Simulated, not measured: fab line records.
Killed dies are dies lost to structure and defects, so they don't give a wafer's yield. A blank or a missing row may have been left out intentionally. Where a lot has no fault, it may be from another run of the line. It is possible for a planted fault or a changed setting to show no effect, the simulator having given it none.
Matching of chambers | flow nand-harc | pecvd-03 running NHARC_P_M0_PRE_CLEAN_31: 3 sister chambers
The step time 12 s. 6 wafers are shown with their chamber, then 8 later ones without.

WAFERS PAIRED WITH THEIR CHAMBERS
wafer  | chamber | heater-power-w (W) | susceptor-temp-C (C)
L077.5 | 2       | 626                | 370.11
L080.4 | 2       | 655                | 369.60
L080.5 | 0       | 782                | 370.10
L081.5 | 1       | 603                | 370.31
L081.6 | 0       | 699                | 370.09
L082.1 | 1       | 534                | 369.60

WAFERS MISSING THEIR CHAMBER
wafer  | heater-power-w (W) | susceptor-temp-C (C)
L082.2 | 641                | 370.35
L082.6 | 528                | 369.81
L086.2 | 552                | 369.71
L086.4 | 565                | 370.45
L086.6 | 795                | 370.20
L094.1 | 578                | 369.49
L094.2 | 602                | 369.96
L094.4 | 588                | 369.51

WHICH CHAMBER EACH WENT THROUGH
wafer  | from the rows above          | in truth
L082.2 | can't be placed: 2 or 1 or 0 | 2
L082.6 | can't be placed: 1 or 2      | 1
L086.2 | can't be placed: 1 or 2      | 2
L086.4 | can't be placed: 1 or 2      | 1
L086.6 | 0                            | 0
L094.1 | can't be placed: 1 or 2      | 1
L094.2 | can't be placed: 1 or 2      | 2
L094.4 | can't be placed: 1 or 2      | 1
1 of 8 placed correctly. These rows do not allow placing 7 (true chamber among the candidates in 7). Number placed wrongly: 0.
How it was worked out, from the rows above alone: a wafer's distance from a chamber is the root of the sum, over the readings, of the square of ((its reading less the chamber's mean) divided by the reading's scatter). The wafer belongs to the nearest chamber; if the next one is less than 2 further off, it can't be placed. A chamber's mean is the mean of its shown wafers. The scatter: take each reading less its chamber's mean, square it, sum over the shown wafers, divide by the number of wafers less the number of chambers, and take the root.
